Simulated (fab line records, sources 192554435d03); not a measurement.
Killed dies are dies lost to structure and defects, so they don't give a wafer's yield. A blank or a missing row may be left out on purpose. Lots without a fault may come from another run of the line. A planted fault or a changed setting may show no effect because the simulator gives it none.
fab line records | flow n5_finfet
record lots=10 wafers=30 last_day=17
route steps=1938 shown BEOL_M0@737 BEOL_M1@754 BEOL_M4@1111 PASSIVATION@1936
lots that met no fault: from a run of the same line without faults
start_h: hours from the record's first day to the start of the lot's first wafer shown | wait_h: hours since the lot's step before | " the same as in the row above | L1.1+2: a row that stands for several wafers | - no value, or no start given | * or withheld: withheld | < > ~ a bound
route shown NAME@n: a module of which the file shows steps, and the number in the route of the first | usual: mean/standard deviation of fault-free wafers | same: alike in all rows | chamber/n: place in a boat | sites: the reading at each site | _std_site: their standard deviation | _edge_site: outer sites' mean less inner sites' | radius_mm: how far each site lies from the wafer's centre | mask NAME#n: copy n | behind: the tool/chamber that last shaped the wafer | hold: why the lot was held/for how many hours/how that ended | device: the transistor (n, p or np) that didn't switch | end of line: the same wafers' tests at the end of the route | a step without rows: its recipe alone | killed: dies lost to structure and defects at the first sort, not the wafer's yield | map: a wafer's dies, x killed, . not, _ none there
set.NAME: the setting as run; set.NAME@STEP: as run at that earlier step | model.NAME: the simulator's own value behind a step, which no gauge read
steps of the route over a sample of lots; a table a step, a row a wafer
services: from which hour (start_h, from the record's first day; less than 0 if before it) a tool's chamber was out of use, for how many hours, and why
## steps
# step N5_BEOL_M0_ANNEAL_133
# recipe temp_c=400 time_s=60 ambient=vacuum
# usual heater_power_w=874/71
# columns lot.wafer tool chamber start_h wait_h heater_power_w
L381.1 pvd_sputter-01 - 138.63 0.0 875
L381.2 " - " " 862
L381.5 " - " " 898
L382.1 pvd_sputter-03 - 143.90 0.0 941
L382.3 " - " " 807
L382.5 " - " " 871
L384.1 pvd_sputter-03 - 149.66 0.0 876
L384.4 " - " " 972
L384.6 " - " " 816
L385.3 pvd_sputter-01 - 163.88 0.0 852
L385.4 " - " " 866
L385.5 " - " " 851
L387.3 pvd_sputter-01 - 175.88 0.0 830
L387.4 " - " " 838
L387.5 " - " " 839
L393.1 pvd_sputter-03 - 210.01 0.0 941
L393.3 " - " " 876
L393.6 " - " " 958
L394.3 pvd_sputter-02 - 214.87 0.0 900
L394.4 " - " " 1070
L394.6 " - " " 1054
L395.1 pvd_sputter-02 - 219.90 0.0 864
L395.2 " - " " 794
L395.6 " - " " 901
L397.3 pvd_sputter-01 - 232.36 0.0 895
L397.4 " - " " 877
L397.6 " - " " 848
L399.1 pvd_sputter-02 - 248.46 0.0 851
L399.4 " - " " 907
L399.5 " - " " 927
# step N5_BEOL_M0_ANNEAL_135
# recipe temp_c=400 time_s=60 ambient=vacuum
# usual heater_power_w=875/76
# columns lot.wafer tool chamber start_h wait_h heater_power_w
L381.1 pvd_sputter-01 - 138.75 0.0 887
L381.2 " - " " 848
L381.5 " - " " 906
L382.1 pvd_sputter-03 - 144.02 0.0 963
L382.3 " - " " 808
L382.5 " - " " 872
L384.1 pvd_sputter-03 - 149.78 0.0 857
L384.4 " - " " 944
L384.6 " - " " 774
L385.3 pvd_sputter-01 - 164.00 0.0 851
L385.4 " - " " 888
L385.5 " - " " 854
L387.3 pvd_sputter-01 - 176.00 0.0 859
L387.4 " - " " 842
L387.5 " - " " 871
L393.1 pvd_sputter-03 - 210.13 0.0 916
L393.3 " - " " 877
L393.6 " - " " 957
L394.3 pvd_sputter-02 - 214.99 0.0 913
L394.4 " - " " 1057
L394.6 " - " " 1088
L395.1 pvd_sputter-02 - 220.02 0.0 861
L395.2 " - " " 801
L395.6 " - " " 918
L397.3 pvd_sputter-01 - 232.48 0.0 875
L397.4 " - " " 862
L397.6 " - " " 860
L399.1 pvd_sputter-02 - 248.58 0.0 848
L399.4 " - " " 900
L399.5 " - " " 924
# step N5_BEOL_M0_CO_CAP_123
# recipe material=Co target_thk_a=20 temp_c=200 precursor=CCTBA/H2 pressure_torr=30 time_s=102.1
# usual heater_power_w=235/24 run_length_s=125.4/0.48
# columns lot.wafer tool chamber start_h wait_h heater_power_w run_length_s since_wet_clean_h
L381.1 cvd_co-02 0 139.66 0.0 267 124.8 681
L381.2 " 1 " " 214 124.6 1118
L381.5 " 2 " " 209 125.7 -
L382.1 cvd_co-02 0 144.92 0.0 271 125.3 686
L382.3 " 1 " " 215 124.6 1124
L382.5 " 2 " " 209 126.3 -
L384.1 cvd_co-02 1 151.26 0.0 210 124.7 1130
L384.4 " 1 " " 217 125.4 -
L384.6 " 2 " " 211 155.9 -
L385.3 cvd_co-01 0 164.91 0.0 218 125.1 925
L385.4 " 1 " " 262 125.3 -
L385.5 " 2 " " 225 125.5 -
L387.3 cvd_co-02 1 176.92 0.0 213 124.9 1156
L387.4 " 2 " " 211 156.3 -
L387.5 " 1 " " 212 124.8 -
L393.1 cvd_co-01 1 211.04 0.0 273 124.9 74
L393.3 " 2 " " 227 125.4 512
L393.6 " 0 " " 218 125.7 -
L394.3 cvd_co-01 1 215.97 0.0 263 125.1 79
L394.4 " 2 " " 224 126.0 -
L394.6 " 0 " " 218 125.5 -
L395.1 cvd_co-01 1 221.07 0.0 267 125.1 84
L395.2 " 0 " " 216 125.2 981
L395.6 " 2 " " 229 125.6 -
L397.3 cvd_co-01 0 233.41 0.0 222 125.4 993
L397.4 " 2 " " 230 126.2 -
L397.6 " 1 " " 266 125.2 -
L399.1 cvd_co-01 0 249.85 0.0 214 126.2 1010
L399.4 " 2 " " 228 126.0 -
L399.5 " 0 " " 216 125.3 -
# step N5_BEOL_M1_HM_DEP_02
# recipe material=TiN target_thk_a=200 temp_c=25 chamber_pressure_pa=0.49996
# usual throttle_valve_pct=30.1/0.95
# columns lot.wafer tool chamber start_h wait_h throttle_valve_pct
L381.1 pvd_sputter-01 - 141.42 1.4 31.7
L381.2 " - " " 30.2
L381.5 " - " " 32.1
L382.1 pvd_sputter-03 - 147.01 1.7 30.2
L382.3 " - " " 32.0
L382.5 " - " " 29.7
L384.1 pvd_sputter-01 - 151.94 0.3 29.7
L384.4 " - " " 29.8
L384.6 " - " " 32.0
L385.3 pvd_sputter-02 - 167.23 2.0 29.0
L385.4 " - " " 29.8
L385.5 " - " " 29.2
L387.3 pvd_sputter-03 - 178.27 1.0 31.8
L387.4 " - " " 30.0
L387.5 " - " " 29.6
L393.1 pvd_sputter-03 - 211.95 0.5 30.0
L393.3 " - " " 29.2
L393.6 " - " " 30.2
L394.3 pvd_sputter-01 - 218.13 1.8 31.7
L394.4 " - " " 29.9
L394.6 " - " " 29.9
L395.1 pvd_sputter-03 - 221.78 0.3 29.2
L395.2 " - " " 31.5
L395.6 " - " " 32.0
L397.3 pvd_sputter-03 - 235.51 1.7 29.0
L397.4 " - " " 31.8
L397.6 " - " " 31.8
L399.1 pvd_sputter-03 - 251.77 1.5 30.0
L399.4 " - " " 31.8
L399.5 " - " " 29.1
# step N5_BEOL_M4_RC_MEAS_101
# usual DIBL_N=35.9/1.3 DIBL_P=35.9/1.6 IOFF_N=0.156/0.022 IOFF_P=0.205/0.023 ION_N=675/9 ION_P=463/5.6 SS_N=71.4/0.57 SS_P=73.1/0.52 VT_N=249.7/2.8 VT_P=-250.2/2.5
# columns lot.wafer tool chamber start_h wait_h DIBL_N[mV/V] DIBL_P[mV/V] IOFF_N[nA/um] IOFF_P[nA/um] ION_N[uA/um] ION_P[uA/um] SS_N[mV/dec] SS_P[mV/dec] VT_N[mV] VT_P[mV]
L381.1 prober-02 0 178.45 0.0 35.7 36.3 0.169 0.208 679 460 71.8 73.6 247.4 -251.9
L381.2 " 0 " " 34.0 33.5 0.136 0.173 663 454 71.2 72.4 252.1 -254.5
L381.5 " 0 " " 36.6 37.3 0.185 0.220 680 463 72.8 72.9 247.1 -251.7
L382.1 prober-01 0 197.44 0.0 35.5 36.9 0.157 0.188 677 460 70.8 73.3 249.9 -252.9
L382.3 " 0 " " 36.9 38.7 0.190 0.218 691 466 71.9 73.0 248.4 -249.9
L382.5 " 0 " " 37.6 39.1 0.204 0.226 688 459 72.4 73.5 246.2 -252.3
L384.1 prober-02 0 199.79 0.0 35.1 35.5 0.141 0.200 668 464 71.0 73.1 250.5 -250.8
L384.4 " 0 " " 32.9 32.3 0.109 0.162 660 461 70.1 71.7 255.8 -251.4
L384.6 " 0 " " 33.3 33.4 0.113 0.169 665 465 71.1 72.5 254.9 -250.0
L385.3 prober-02 0 205.60 0.3 34.7 35.5 0.136 0.218 673 467 71.1 72.3 249.2 -247.6
L385.4 " 0 " " 37.3 38.2 0.170 0.266 675 472 72.1 73.3 248.7 -243.5
L385.5 " 0 " " 35.3 35.8 0.142 0.223 679 474 71.8 72.5 250.7 -248.0
L387.3 prober-01 0 225.88 0.3 35.3 34.7 0.144 0.198 676 461 70.3 72.7 252.4 -253.1
L387.4 " 0 " " 35.4 34.5 0.139 0.194 667 460 70.1 73.5 251.9 -251.6
L387.5 " 0 " " 35.5 34.6 0.142 0.196 668 455 71.1 73.1 251.9 -250.6
L393.1 prober-01 0 258.13 0.0 34.8 34.8 0.137 0.166 668 456 70.6 72.6 253.0 -254.9
L393.3 " 0 " " 35.3 35.6 0.150 0.176 673 458 72.1 73.9 250.7 -254.0
L393.6 " 0 " " 33.9 33.4 0.128 0.146 668 448 71.1 72.5 252.5 -257.1
L394.3 prober-01 0 262.17 0.3 35.8 35.4 0.154 0.198 684 464 71.5 72.8 249.4 -249.8
L394.4 " 0 " " 36.7 36.7 0.179 0.222 679 465 71.5 73.8 247.4 -249.7
L394.6 " 0 " " 33.9 33.8 0.128 0.175 664 457 71.3 72.9 250.7 -252.9
L395.1 prober-02 0 272.72 0.0 38.3 37.3 0.176 0.246 678 469 70.9 73.8 249.1 -246.2
L395.2 " 0 " " 36.2 35.6 0.139 0.225 664 472 70.7 73.2 250.8 -244.7
L395.6 " 0 " " 36.1 36.0 0.146 0.226 672 473 71.4 72.6 249.6 -248.5
L399.1 prober-02 0 293.45 0.0 38.2 37.6 0.172 0.217 680 462 71.6 74.0 247.7 -248.9
L399.4 " 0 " " 37.4 36.7 0.151 0.204 663 457 71.9 73.9 251.6 -250.7
L399.5 " 0 " " 39.1 39.4 0.197 0.249 679 463 72.1 74.4 246.0 -247.2
L397.3 prober-01 0 293.60 0.3 35.7 37.2 0.150 0.185 666 457 71.5 72.9 252.0 -253.1
L397.4 " 0 " " 35.8 37.6 0.152 0.198 665 459 71.9 73.2 249.6 -253.4
L397.6 " 0 " " 34.8 36.8 0.139 0.183 665 456 71.7 72.6 252.1 -254.4
# step N5_PASSIVATION_PROBE_49
# usual defect_limited_yield=91.3/1.4 killed_at_M0_to_M3=35/11 killed_at_M4_up=14/5.4 killed_at_contacts=12/6.2 killed_at_front_end=38/11 killed_at_other=4.1/2.8 killed_dies=103/17 killed_open=66/13 killed_short=34/8.2 sort_bin_5_function=5.1/0.89 sort_bin_6_memory=3.3/0.72 sort_bin_8_speed=0.00/0.0099 sort_n_pass=1077/17 sort_yield_pct=91.3/1.4
# same gross_dies=1180 killed_at_back_side=0 sort_bin_4_leakage[%]=0
# columns lot.wafer tool chamber start_h wait_h defect_limited_yield[%] killed_at_M0_to_M3 killed_at_M4_up killed_at_contacts killed_at_front_end killed_at_other killed_dies killed_open killed_short sort_bin_5_function[%] sort_bin_6_memory[%] sort_bin_8_speed[%] sort_n_pass sort_yield_pct[%]
L381.1 prober-02 - 277.98 0.0 88.6 39 14 21 55 5 134 88 42 6.9 3.7 0 1046 88.6
L381.2 prober-02 - 278.03 0.1 92.8 33 20 9 18 5 85 59 25 4.2 2.8 0 1095 92.8
L381.5 prober-02 - 278.18 0.2 91.8 33 17 13 33 1 97 68 23 4.5 3.0 0 1083 91.8
L382.1 prober-01 - 294.22 0.6 92.7 29 7 10 34 6 86 61 21 4.3 2.8 0 1094 92.7
L382.3 prober-01 - 294.32 0.7 92.4 32 13 9 35 1 90 65 20 4.3 3.1 0 1090 92.4
L382.5 prober-01 - 294.42 0.8 92.3 32 11 4 36 8 91 62 26 4.7 3.0 0 1089 92.3
L384.1 prober-01 - 305.29 0.0 91.1 38 15 11 34 7 105 65 36 5.0 3.1 0 1075 91.1
L384.4 prober-01 - 305.44 0.2 92.4 16 14 24 33 3 90 64 22 4.4 3.1 0 1090 92.4
L384.6 prober-01 - 305.54 0.3 90.0 35 10 18 53 2 118 64 53 5.8 3.6 0 1062 90.0
L385.3 prober-01 - 306.74 0.1 88.1 54 28 29 28 2 141 95 40 7.3 4.2 0 1039 88.1
L385.4 prober-01 - 306.79 0.2 89.6 48 18 17 32 8 123 80 41 5.9 3.7 0 1057 89.6
L385.5 prober-01 - 306.84 0.2 88.9 47 24 11 42 7 131 89 38 6.3 4.6 0 1049 88.9
L387.3 prober-01 - 334.87 0.1 89.9 24 13 26 54 2 119 76 39 6.2 3.6 0 1061 89.9
L387.4 prober-01 - 334.92 0.2 91.0 23 15 22 43 3 106 69 34 5.1 3.6 0 1074 91.0
L387.5 prober-01 - 334.97 0.2 91.9 25 14 18 36 2 95 64 28 6.0 1.9 0 1085 91.9
L393.1 prober-02 - 358.02 0.0 91.6 36 8 13 38 4 99 63 34 5.7 2.6 0 1081 91.6
L393.3 prober-02 - 358.12 0.1 91.6 26 9 15 46 3 99 65 33 4.3 3.6 0 1081 91.6
L393.6 prober-02 - 358.27 0.3 94.1 27 8 10 23 2 70 44 25 3.5 2.0 0 1110 94.1
L394.3 prober-01 - 358.67 0.1 90.8 58 10 10 26 5 109 72 37 4.2 4.7 0 1071 90.8
L394.4 prober-01 - 358.72 0.2 92.6 36 5 14 30 2 87 59 27 5.1 2.2 0.08 1093 92.6
L394.6 prober-01 - 358.82 0.3 92.5 34 9 11 31 4 89 67 22 3.9 3.6 0 1091 92.5
L395.1 prober-01 - 383.29 0.0 92.0 48 13 4 25 4 94 61 32 5.1 2.4 0 1086 92.0
L395.2 prober-01 - 383.34 0.1 93.1 29 17 3 30 2 81 58 22 4.7 2.1 0 1099 93.1
L395.6 prober-01 - 383.54 0.3 91.8 37 18 2 38 2 97 65 28 4.3 3.7 0 1083 91.8
L399.1 prober-02 - 395.93 0.0 89.8 42 14 16 42 6 120 82 37 5.9 4.0 0 1060 89.8
L399.4 prober-02 - 396.08 0.2 90.5 55 14 14 26 3 112 75 35 4.8 4.3 0 1068 90.5
L399.5 prober-02 - 396.13 0.2 91.2 33 22 15 29 5 104 65 37 5.1 3.5 0 1076 91.2
L397.3 prober-02 - 411.05 0.1 90.2 33 14 13 55 1 116 80 34 5.9 3.6 0 1064 90.2
L397.4 prober-02 - 411.10 0.2 89.6 25 11 15 71 1 123 86 34 5.6 4.5 0 1057 89.6
L397.6 prober-02 - 411.20 0.3 88.9 62 9 12 48 0 131 91 37 6.4 4.6 0 1049 88.9
# killed by level:class
L381.1 MOL_CONTACT_COAG:geometric_particle:open=17 BEOL_M3:geometric_particle:open=11 FIN_SAQP:geometric_particle:short=10 STI_FIN_REVEAL:geometric_particle:open=10 FIN_SAQP:geometric_particle:open=9 BEOL_M0_SAQP:geometric_particle:open=8 BEOL_M4:geometric_particle:open=6 SPACER0:geometric_particle:open=6
L381.2 BEOL_M4:geometric_particle:open=14 BEOL_M0_SAQP:geometric_particle:open=10 BEOL_M3:geometric_particle:open=9 MOL_CONTACT_COAG:geometric_particle:open=6 BEOL_M1:geometric_particle:open=6 STI_FIN_REVEAL:geometric_particle:open=5 FIN_SAQP:geometric_particle:short=3 MOL_CONTACT_COAG:geometric_particle:short=3
L381.5 MOL_CONTACT_COAG:geometric_particle:open=11 BEOL_M4:geometric_particle:open=11 BEOL_M0_SAQP:geometric_particle:open=10 BEOL_M1:geometric_particle:open=9 BEOL_M3:geometric_particle:open=7 STI_FIN_REVEAL:geometric_particle:open=6 FIN_SAQP:geometric_particle:short=5 STARTING-WAFER:geometric_particle:open=4
L382.1 STI_FIN_REVEAL:geometric_particle:open=11 BEOL_M2:geometric_particle:open=7 MOL_CONTACT_COAG:geometric_particle:open=6 DUMMY_GATE:geometric_particle:open=6 BEOL_M3:geometric_particle:open=5 MOL_CONTACT_COAG:geometric_particle:short=4 FIN_SAQP:geometric_particle:open=3 STI_FIN_REVEAL:geometric_particle:short=3
L382.3 BEOL_M2:geometric_particle:open=10 MOL_CONTACT_COAG:geometric_particle:open=9 BEOL_M3:geometric_particle:open=8 STI_FIN_REVEAL:geometric_particle:open=7 BEOL_M4:geometric_particle:open=6 FIN_SAQP:geometric_particle:short=4 GATE_CUT:geometric_particle:short=4 GATE_CUT:geometric_particle:open=4
L382.5 BEOL_M2:geometric_particle:open=10 FIN_SAQP:geometric_particle:open=6 BEOL_M1:geometric_particle:open=6 STI_FIN_REVEAL:geometric_particle:open=5 GATE_CUT:geometric_particle:short=5 BEOL_M4:geometric_particle:open=5 FIN_SAQP:geometric_particle:short=4 MOL_CONTACT_COAG:geometric_particle:open=4
L384.1 MOL_CONTACT_COAG:geometric_particle:open=9 BEOL_M1:geometric_particle:open=8 BEOL_M3:geometric_particle:open=8 FIN_SAQP:geometric_particle:short=7 BEOL_M2:geometric_particle:open=7 BEOL_M1:geometric_particle:short=5 STI_FIN_REVEAL:geometric_particle:open=4 DUMMY_GATE:geometric_particle:open=4
L384.4 MOL_CONTACT_COAG:geometric_particle:open=19 BEOL_M4:geometric_particle:open=10 MOL_CONTACT_COAG:geometric_particle:short=5 FIN_SAQP:geometric_particle:short=4 STI_FIN_REVEAL:geometric_particle:open=4 DUMMY_GATE:geometric_particle:open=4 GATE_CUT:geometric_particle:open=4 FIN_SAQP:geometric_particle:open=3
L384.6 FIN_SAQP:geometric_particle:short=16 STI_FIN_REVEAL:geometric_particle:open=11 MOL_CONTACT_COAG:geometric_particle:open=11 BEOL_M3:geometric_particle:open=8 MOL_CONTACT_COAG:geometric_particle:short=7 BEOL_M2:geometric_particle:open=5 GATE_CUT:geometric_particle:short=5 BEOL_M0_SAQP:geometric_particle:short=5
L385.3 MOL_CONTACT_COAG:geometric_particle:open=21 BEOL_M4:geometric_particle:open=17 BEOL_M0_SAQP:geometric_particle:open=16 BEOL_M0_SAQP:geometric_particle:short=12 MOL_CONTACT_COAG:geometric_particle:short=8 BEOL_M1:geometric_particle:open=8 STI_FIN_REVEAL:geometric_particle:open=7 FIN_SAQP:geometric_particle:short=4
L385.4 BEOL_M0_SAQP:geometric_particle:short=15 MOL_CONTACT_COAG:geometric_particle:open=13 BEOL_M0_SAQP:geometric_particle:open=10 BEOL_M3:geometric_particle:open=10 BEOL_M4:geometric_particle:open=10 FIN_SAQP:geometric_particle:open=8 STI_FIN_REVEAL:geometric_particle:open=8 GATE_CUT:geometric_particle:short=8
L385.5 FIN_SAQP:geometric_particle:short=12 BEOL_M0_SAQP:geometric_particle:open=12 MOL_CONTACT_COAG:geometric_particle:open=10 BEOL_M2:geometric_particle:open=10 BEOL_M3:geometric_particle:open=7 FIN_SAQP:geometric_particle:open=6 BEOL_M0_SAQP:geometric_particle:short=6 BEOL_M4:geometric_particle:open=6
L387.3 MOL_CONTACT_COAG:geometric_particle:open=23 FIN_SAQP:geometric_particle:open=15 FIN_SAQP:geometric_particle:short=13 BEOL_M0_SAQP:geometric_particle:short=7 GATE_CUT:geometric_particle:open=6 STI_FIN_REVEAL:geometric_particle:open=5 BEOL_M4:geometric_particle:open=4 BEOL_M3:geometric_particle:open=4
L387.4 MOL_CONTACT_COAG:geometric_particle:open=14 STI_FIN_REVEAL:geometric_particle:open=11 MOL_CONTACT_COAG:geometric_particle:short=8 BEOL_M4:geometric_particle:open=8 FIN_SAQP:geometric_particle:open=7 FIN_SAQP:geometric_particle:short=6 BEOL_M2:geometric_particle:open=6 STI_FIN_REVEAL:geometric_particle:short=4
L387.5 MOL_CONTACT_COAG:geometric_particle:open=13 BEOL_M4:geometric_particle:open=10 DUMMY_GATE:geometric_particle:open=7 STI_FIN_REVEAL:geometric_particle:open=6 BEOL_M3:geometric_particle:short=6 BEOL_M1:geometric_particle:open=5 GATE_CUT:geometric_particle:open=4 MOL_CONTACT_COAG:geometric_particle:short=4
L393.1 FIN_SAQP:geometric_particle:short=11 MOL_CONTACT_COAG:geometric_particle:open=10 FIN_SAQP:geometric_particle:open=8 STI_FIN_REVEAL:geometric_particle:open=7 BEOL_M0_SAQP:geometric_particle:short=7 BEOL_M2:geometric_particle:open=7 BEOL_M1:geometric_particle:open=6 BEOL_M0:geometric_particle:open=5
L393.3 STI_FIN_REVEAL:geometric_particle:open=17 BEOL_M2:geometric_particle:open=13 FIN_SAQP:geometric_particle:short=12 MOL_CONTACT_COAG:geometric_particle:open=12 FIN_SAQP:geometric_particle:open=6 BEOL_M3:geometric_particle:open=4 STARTING-WAFER:geometric_particle:short=4 MOL_CONTACT_COAG:geometric_particle:short=3
L393.6 MOL_CONTACT_COAG:geometric_particle:open=9 BEOL_M0_SAQP:geometric_particle:short=6 BEOL_M0_SAQP:geometric_particle:open=6 BEOL_M2:geometric_particle:open=6 BEOL_M4:geometric_particle:open=5 FIN_SAQP:geometric_particle:open=4 FIN_SAQP:geometric_particle:short=4 STI_FIN_REVEAL:geometric_particle:open=3
L394.3 BEOL_M2:geometric_particle:open=20 FIN_SAQP:geometric_particle:open=8 BEOL_M0_SAQP:geometric_particle:short=7 MOL_CONTACT_COAG:geometric_particle:open=6 BEOL_M0_SAQP:geometric_particle:open=6 BEOL_M3:geometric_particle:open=6 FIN_SAQP:geometric_particle:short=5 BEOL_M0:geometric_particle:open=5
L394.4 DUMMY_GATE:geometric_particle:open=8 MOL_CONTACT_COAG:geometric_particle:open=8 BEOL_M3:geometric_particle:open=8 BEOL_M0_SAQP:geometric_particle:short=7 MOL_CONTACT_COAG:geometric_particle:short=6 FIN_SAQP:geometric_particle:open=5 DUMMY_GATE:geometric_particle:short=5 BEOL_M1:geometric_particle:open=5
L394.6 BEOL_M2:geometric_particle:open=9 STI_FIN_REVEAL:geometric_particle:open=8 MOL_CONTACT_COAG:geometric_particle:open=8 FIN_SAQP:geometric_particle:open=7 STARTING-WAFER:geometric_particle:open=6 BEOL_M0_SAQP:geometric_particle:short=5 BEOL_M0_SAQP:geometric_particle:open=5 BEOL_M0:geometric_particle:open=5
L395.1 BEOL_M3:geometric_particle:open=11 BEOL_M2:geometric_particle:open=9 BEOL_M0_SAQP:geometric_particle:open=7 BEOL_M1:geometric_particle:open=6 FIN_SAQP:geometric_particle:open=4 FIN_SAQP:geometric_particle:short=4 GATE_CUT:geometric_particle:open=4 GATE_CUT:geometric_particle:short=4
L395.2 BEOL_M2:geometric_particle:open=9 GATE_CUT:geometric_particle:open=7 GATE_CUT:geometric_particle:short=6 BEOL_M5:geometric_particle:open=6 FIN_SAQP:geometric_particle:open=4 BEOL_M0_SAQP:geometric_particle:open=4 BEOL_M1:geometric_particle:open=4 BEOL_M3:geometric_particle:open=4
L395.6 BEOL_M2:geometric_particle:open=12 BEOL_M0_SAQP:geometric_particle:open=8 GATE_CUT:geometric_particle:short=7 FIN_SAQP:geometric_particle:open=6 GATE_CUT:geometric_particle:open=6 BEOL_M4:geometric_particle:open=6 STI_FIN_REVEAL:geometric_particle:open=5 FIN_SAQP:geometric_particle:short=4
L399.1 BEOL_M0_SAQP:geometric_particle:short=16 MOL_CONTACT_COAG:geometric_particle:open=14 SPACER0:geometric_particle:open=9 BEOL_M0_SAQP:geometric_particle:open=8 BEOL_M4:geometric_particle:open=8 DUMMY_GATE:geometric_particle:open=7 SPACER0:geometric_particle:short=7 BEOL_M3:geometric_particle:open=7
L399.4 BEOL_M0_SAQP:geometric_particle:open=19 BEOL_M0_SAQP:geometric_particle:short=15 MOL_CONTACT_COAG:geometric_particle:open=11 DUMMY_GATE:geometric_particle:open=7 BEOL_M3:geometric_particle:open=7 BEOL_M1:geometric_particle:open=6 BEOL_M4:geometric_particle:open=6 BEOL_M2:geometric_particle:open=5
L399.5 FIN_SAQP:geometric_particle:short=10 BEOL_M3:geometric_particle:open=10 MOL_CONTACT_COAG:geometric_particle:open=9 FIN_SAQP:geometric_particle:open=8 BEOL_M0_SAQP:geometric_particle:open=7 MOL_CONTACT_COAG:geometric_particle:short=6 BEOL_M5:geometric_particle:open=6 BEOL_M0_SAQP:geometric_particle:short=5
L397.3 FIN_SAQP:geometric_particle:open=19 STI_FIN_REVEAL:geometric_particle:open=13 MOL_CONTACT_COAG:geometric_particle:open=10 BEOL_M1:geometric_particle:open=8 FIN_SAQP:geometric_particle:short=6 BEOL_M3:geometric_particle:open=6 STI_FIN_REVEAL:geometric_particle:short=5 BEOL_M3:geometric_particle:short=5
L397.4 FIN_SAQP:geometric_particle:open=23 STI_FIN_REVEAL:geometric_particle:open=15 MOL_CONTACT_COAG:geometric_particle:open=13 FIN_SAQP:geometric_particle:short=10 BEOL_M3:geometric_particle:open=9 STI_FIN_REVEAL:geometric_particle:short=6 DUMMY_GATE:geometric_particle:open=4 BEOL_M4:geometric_particle:open=4
L397.6 FIN_SAQP:geometric_particle:open=26 BEOL_M0_SAQP:geometric_particle:short=16 BEOL_M1:geometric_particle:open=15 BEOL_M0_SAQP:geometric_particle:open=11 BEOL_M3:geometric_particle:open=10 MOL_CONTACT_COAG:geometric_particle:open=9 FIN_SAQP:geometric_particle:short=6 STI_FIN_REVEAL:geometric_particle:open=3
## services
# columns tool chamber start_h hours kind
cvd_co-01 1 114.69 - clean
cvd_co-01 1 114.69 22.0 scheduled_down
cvd_co-01 1 114.69 22.0 vent_cycle
pvd_sputter-03 - 131.77 0.5 repair
pvd_sputter-03 - 135.06 2.9 repair
cvd_co-02 1 213.85 10.7 repair
cvd_co-02 - 230.19 6.9 pm
cvd_co-02 - 245.69 0.2 repair
## key
first_sign step=N5_BEOL_M0_CO_CAP_123 reading=run_length_s direction=up sigmas=64 usual=* struck=*
effect none on later readings
met_at N5_BEOL_M0_CO_CAP_123
struck_lots L384,L387
struck_wafers L384.6,L387.4
not_acting_at N5_BEOL_M0_ANNEAL_133,N5_BEOL_M0_ANNEAL_135,N5_BEOL_M1_HM_DEP_02
onset_between 144.92 151.26
fault kind=process_parameter_drift tool=cvd_co-02 chamber=2 onset_h=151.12 steps=N5_BEOL_M0_CO_CAP_123 channel=time_s offset=* shape=step end_h=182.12 acts_in=* stated=*
